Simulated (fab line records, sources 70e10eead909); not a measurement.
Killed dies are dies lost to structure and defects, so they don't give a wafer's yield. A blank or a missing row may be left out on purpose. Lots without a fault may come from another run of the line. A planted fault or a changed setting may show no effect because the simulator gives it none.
Chamber matching | flow nand_harc | NHARC_P_CONTACT_CMP_01 on cmp-03: 4 sister chambers
The step polishes SiO2, target thk 200 nm. 4 wafers are shown with their chamber, then 7 later ones without.

WAFERS WITH THEIR CHAMBER
wafer  | chamber | motor_current_A (A)
L091.2 | 0       | 11.8
L091.4 | 2       | 14.9
L094.1 | 1       | 11.5
L094.2 | 3       | 12.5

WAFERS WITHOUT THEIR CHAMBER
wafer  | motor_current_A (A)
L094.3 | 11.6
L095.1 | 11.4
L095.4 | 14.1
L095.6 | 11.2
L096.2 | 12.0
L096.5 | 11.6
L096.6 | 12.0

WHICH CHAMBER EACH WENT THROUGH
wafer  | from the rows above          | in truth
L094.3 | can't be placed: 1 or 0      | 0
L095.1 | can't be placed: 1 or 0      | 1
L095.4 | 2                            | 2
L095.6 | can't be placed: 1 or 0      | 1
L096.2 | can't be placed: 0 or 1 or 3 | 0
L096.5 | can't be placed: 1 or 0      | 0
L096.6 | can't be placed: 0 or 1 or 3 | 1
Placed correctly: 1 of 7. Can't be placed from these rows: 6 (the true chamber is among the candidates in 6). Placed wrongly: 0.
How it was worked out, from the rows above alone: a wafer's distance from a chamber is the root of the sum, over the readings, of the square of ((its reading less the chamber's mean) divided by the reading's scatter). The wafer belongs to the nearest chamber; if the next one is less than 2 further off, it can't be placed. A chamber's mean is the mean of its shown wafers. The scatter: with one shown wafer a chamber, the root of the mean of the squares of how far each hidden wafer lies from its nearest shown one.
